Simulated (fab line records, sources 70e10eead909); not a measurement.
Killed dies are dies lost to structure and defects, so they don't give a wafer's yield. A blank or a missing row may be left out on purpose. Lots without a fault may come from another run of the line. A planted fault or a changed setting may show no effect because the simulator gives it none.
A struck lot beside a sound one | flow nand_harc | 15 steps out of a route of 1302
Sound: wafers L746.1, L746.2, L746.6. Struck: wafers L752.1, L752.3, L752.5. The cause comes at the end.
At each step with rows: each side's tool, then ch and its chambers, then its first start. Under that, the readings that differ: sound wafers | struck wafers | difference of the means | sigmas: that difference in standard deviations of wafers without a fault.
alike: readings whose means differ by less than 2 such deviations, and words and numbers that are the same on both sides. not compared: withheld readings, readings that some wafer has no value for, bounds like >300 that may hide the same value, and numbers for which the record gives no deviation and whose values overlap.
The two part at a step that has a row with sigmas, a row that says differs or no value, or rows on one side only. Numbers that don't overlap but have no deviation are shown without sigmas and don't part them. A reading that every wafer of one side lacks parts them only if that side has two wafers or more.

first, 6 steps without rows for these wafers: NHARC_A_CONTACT_COAT_02 (resist thk 90 nm); NHARC_A_CONTACT_SOFTBAKE_03 (time 55 s); NHARC_A_CONTACT_EBR_04; NHARC_A_CONTACT_EXPOSE_05 (exposes mask A CC); NHARC_A_CONTACT_PEB_06 (peb time 65 s); NHARC_A_CONTACT_DEVELOP_07 (develop time 35 s).
NHARC_A_CONTACT_CD_MEAS_08: target cd 200 nm.
  sound on cd_sem-03 ch 0, day 25 07:19; struck on cd_sem-01 ch 0, day 28 14:02
  alike: cd_nm
NHARC_A_CONTACT_OVL_MEAS_09:
  sound on overlay-01, day 25 07:24; struck on overlay-01, day 28 14:08
  alike: overlay_x_nm, overlay_y_nm
NHARC_A_CONTACT_INSPECT_10:
  sound on defect_inspect-01, day 25 07:26; struck on defect_inspect-01, day 28 14:10
  alike: raw_defect_count
NHARC_A_CONTACT_DESCUM_13: chemistry O2, time 3 s.
  sound on rie_diel-01 ch 0,3, day 25 07:30; struck on rie_diel-01 ch 1,2,3, day 28 14:14
  alike: drypump_motor_current_A, oes_product_au, rf_vpp_V, showerhead_plenum_p_Torr, throttle_valve_pct
  not compared: rf_hours_counter_h
NHARC_A_CONTACT_ETCH_88: etches the open film in CF4, target depth 39 nm, time 65 s.
  sound on rie_diel-01 ch 1,3, day 25 07:36; struck on rie_diel-01 ch 0,1,3, day 28 14:19
  alike: drypump_motor_current_A, oes_product_au, rf_fwd_power_W, rf_vpp_V, showerhead_plenum_p_Torr, throttle_valve_pct
  not compared: rf_hours_counter_h
NHARC_A_CONTACT_ETCH_89: etches the open film in N2/H2, target depth 260 nm, time 475.3 s.
  sound on rie_diel-01 ch 1,3; struck on rie_diel-01 ch 1,3
  alike: drypump_motor_current_A, n2_flow_sccm, oes_product_au, rf_fwd_power_W, rf_vpp_V, showerhead_plenum_p_Torr, throttle_valve_pct
  not compared: rf_hours_counter_h
NHARC_A_CONTACT_ETCH_30: etches the open film in CF4/CHF3, target depth 72.6 nm, time 36.3 s.
  sound on rie_diel-01 ch 0,1,3, day 25 08:11; struck on rie_diel-01 ch 1,2,3, day 28 14:56
  reading               | sound             | struck            | difference | sigmas
  oes_product_au (a.u.) | 0.991 0.966 0.948 | 1.013 1.026 1.026 | +0.053     | +3
  rf_fwd_power_W (W)    | 492.3 490.5 487.4 | 570.1 573.7 573.2 | +82.3      | +30
  alike: drypump_motor_current_A, rf_vpp_V, showerhead_plenum_p_Torr, throttle_valve_pct
  not compared: rf_hours_counter_h
NHARC_A_CONTACT_ETCH_31: etches the open film in O2/COS, target depth 2800 nm, time 728 s.
  sound on rie_diel-01 ch 1,3; struck on rie_diel-01 ch 0,1,3
  alike: cos_flow_sccm, drypump_motor_current_A, oes_product_au, rf_fwd_power_W, rf_vpp_V, showerhead_plenum_p_Torr, throttle_valve_pct
  not compared: rf_hours_counter_h
then, 1 step without rows for these wafers: NHARC_END_SORT_01.

WHERE THEY PART
Only at NHARC_A_CONTACT_ETCH_30, within this record. Later steps at which nothing parts them and some readings are alike: NHARC_A_CONTACT_ETCH_31.

WHY: what the simulator had put in
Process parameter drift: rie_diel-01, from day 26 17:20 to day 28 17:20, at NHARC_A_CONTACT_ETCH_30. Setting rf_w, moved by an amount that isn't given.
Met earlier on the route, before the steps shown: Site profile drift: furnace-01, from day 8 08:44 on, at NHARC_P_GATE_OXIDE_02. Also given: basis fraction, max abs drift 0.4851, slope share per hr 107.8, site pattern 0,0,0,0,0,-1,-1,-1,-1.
